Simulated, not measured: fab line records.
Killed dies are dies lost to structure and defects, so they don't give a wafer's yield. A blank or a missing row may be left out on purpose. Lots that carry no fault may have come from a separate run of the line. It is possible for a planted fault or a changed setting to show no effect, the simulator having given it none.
Struck lot and sound lot, side by side + flow nand harc + 37 steps out of a route of 1159
Sound: wafers L856.1, L856.2, L856.5. Struck: wafers L864.2, L864.5. (L864.4 of the same lot was not struck and is left out.) The cause comes at the end.
Order at every step that has rows: each side's tool, ch and its chambers, its first start. Under that, the readings that differ: sound wafers + struck wafers + difference of the means + sigmas: that difference in standard deviations of wafers without a fault.
alike: a reading whose means differ by less than 2 such deviations, as well as words and numbers matching on both sides. not compared: withheld readings; readings where some wafer has no value; bounds like >300 that might hide an equal value; numbers whose values overlap and for which the record gives no deviation.
A row with sigmas, a row that says differs or no value, or rows on one side alone: a step with any of these is where the two part. When numbers do not overlap yet have no deviation, they are printed without sigmas and do not part them. A reading missing from all wafers of one side parts the sides only when that side holds two or more wafers.

NHARC_A_SLIT_ETCH_26: etches the open film in C4F8/O2/Ar, time 90 s, target depth 400 nm.
  sound on har etch-01 ch 0,1, day 14 19:57; struck on har etch-01 ch 0,1, day 18 02:02
  alike: drypump motor current A, showerhead plenum p Torr, throttle valve pct
  not compared: rf hours counter h
then, 5 steps without rows for these wafers: NHARC_A_SLIT_STRIP_28 (strips in O2/COS); NHARC_A_SLIT_ETCH_29 (etches the open film in CF4/O2, target depth 100 nm, overetch 10 nm, time 55 s); NHARC_A_SLIT_STRIP_18 (strips in O2); NHARC_A_SLIT_PRECLEAN_19 (cleans in SC1); NHARC_A_SLIT_SRD_20.
NHARC_A_SLIT_CD_MEAS_21:
  sound on cd sem-01, day 14 21:06; struck on cd sem-02, day 18 03:10
  alike: cd nm
then, 3 steps without rows for these wafers: NHARC_A_SIN_REMOVE_WET_00 (chemistry H3PO4, time 15300 s); NHARC_A_SIN_REMOVE_PRECLEAN_01 (cleans in SC1); NHARC_A_SIN_REMOVE_SRD_02.
NHARC_A_SIN_REMOVE_INSPECT_04:
  sound on defect inspect-02, day 15 04:38; struck on defect inspect-01, day 18 10:53
  alike: raw defect count
NHARC_A_WL_FILL_ALD_00: deposits Al2O3, target thk 3 nm, pulse time 3 s, ald cycles 30.
  sound on ald hk-03 ch 2,3, day 15 04:52; struck on ald hk-03 ch 2, day 18 10:58
  alike: heater power w, precursor pulse height rel
NHARC_A_WL_FILL_RTA_01: time 5 s.
  sound on rtp anneal-01 ch 0, day 15 05:32; struck on rtp anneal-02 ch 0, day 18 11:14
| reading             | sound          | struck    | difference | sigmas |
|---------------------|----------------|-----------|------------|--------|
| lamp_zone_7_pct (%) | 30.5 30.5 30.5 | 27.1 27.0 | -3.4       | -2     |
  alike: lamp power pct, wafer_temp_C_max
NHARC_A_WL_FILL_ALD_02: deposits TiN, target thk 2 nm, pulse time 3 s, ald cycles 100.
  sound on ald metal-03 ch 0,1,2, day 15 06:00; struck on ald metal-01 ch 0,2, day 18 11:29
  alike: heater power w, precursor pulse height rel
then, 9 steps without rows for these wafers: NHARC_A_WL_FILL_CVD_03 (deposits W, target thk 40 nm, time 3302 s); NHARC_A_WL_FILL_ETCHBACK_04 (etches the open film in NF3, target depth 60 nm, time 120 s); NHARC_A_WL_FILL_ETCHBACK_05 (etches the open film in Cl2/BCl3, target depth 22 nm, time 60 s); NHARC_A_WL_FILL_STRIP_27 (strips in N2/H2, time 20 s); NHARC_A_WL_FILL_STRIP_28 (strips in post etch residue remover, time 1200 s); NHARC_A_WL_FILL_PRECLEAN_06 (cleans in DIW, time 300 s); NHARC_A_WL_FILL_SRD_07; NHARC_A_WL_FILL_ANNEAL_08 (time 1800 s); NHARC_A_WL_FILL_ALD_10 (deposits SiO2, target thk 50 nm, pulse time 10 s, ald cycles 500).
NHARC_A_WL_FILL_ETCHBACK_16: etches the open film in C4F8/O2/Ar, target depth 88 nm, time 17.6 s.
  sound: rie diel-13 ch 2,3; struck: rie diel-02 ch 2
| reading               | sound             | struck      | difference | sigmas |
|-----------------------|-------------------|-------------|------------|--------|
| oes product au (a.u.) | 0.988 1.006 0.998 | 0.930 0.924 | -0.070     | -2     |
  alike: rf vpp V
  not compared: rf hours counter h
NHARC_A_WL_FILL_STRIP_29: strips in O2, time 20 s.
  sound on rie diel-13 ch 2,3, day 15 21:00; struck on rie diel-02 ch 1,2, day 19 04:29
  alike: drypump motor current A, oes product au, rf vpp V, showerhead plenum p Torr, throttle valve pct
  not compared: rf hours counter h
then, 11 steps without rows for these wafers: NHARC_A_WL_FILL_ETCHBACK_17 (etches the open film in Cl2/BCl3, target depth 4 nm, time 26.7 s); NHARC_A_WL_FILL_PRECLEAN_18 (cleans in dHF, time 30 s); NHARC_A_WL_FILL_SRD_21; NHARC_A_WL_FILL_CVD_23 (deposits poly-Si, target thk 40 nm, time 800 s); NHARC_A_WL_FILL_ETCHBACK_26 (etches the open film in HBr, target depth 52 nm, time 13.3 s); NHARC_A_WL_FILL_PRECLEAN_30 (cleans in dHF, time 10 s); NHARC_A_WL_FILL_SRD_14; NHARC_A_WL_FILL_ALD_19 (deposits TiN, target thk 2 nm, pulse time 3 s, ald cycles 100); NHARC_A_WL_FILL_CVD_20 (deposits W, target thk 75 nm, time 5064 s); NHARC_A_WL_FILL_CMP_12 (polishes, t overpolish 30 s, target thk 75 nm); NHARC_A_WL_FILL_SRD_31.
-- jump in the record: it breaks off in module A_WL_FILL and resumes in module END (first step shown: number 1159 of the route), and 4 days separate the struck wafers' starts before and after --
NHARC_END_SORT_01:
  only the struck wafers appear in the record here, on prober-01 ch 0 at day 22 19:49; the sound ones have no rows

== WHERE THEY PART ==
First at NHARC_A_WL_FILL_RTA_01; last, within this record, at NHARC_END_SORT_01.

WHY: whatever the simulator had introduced
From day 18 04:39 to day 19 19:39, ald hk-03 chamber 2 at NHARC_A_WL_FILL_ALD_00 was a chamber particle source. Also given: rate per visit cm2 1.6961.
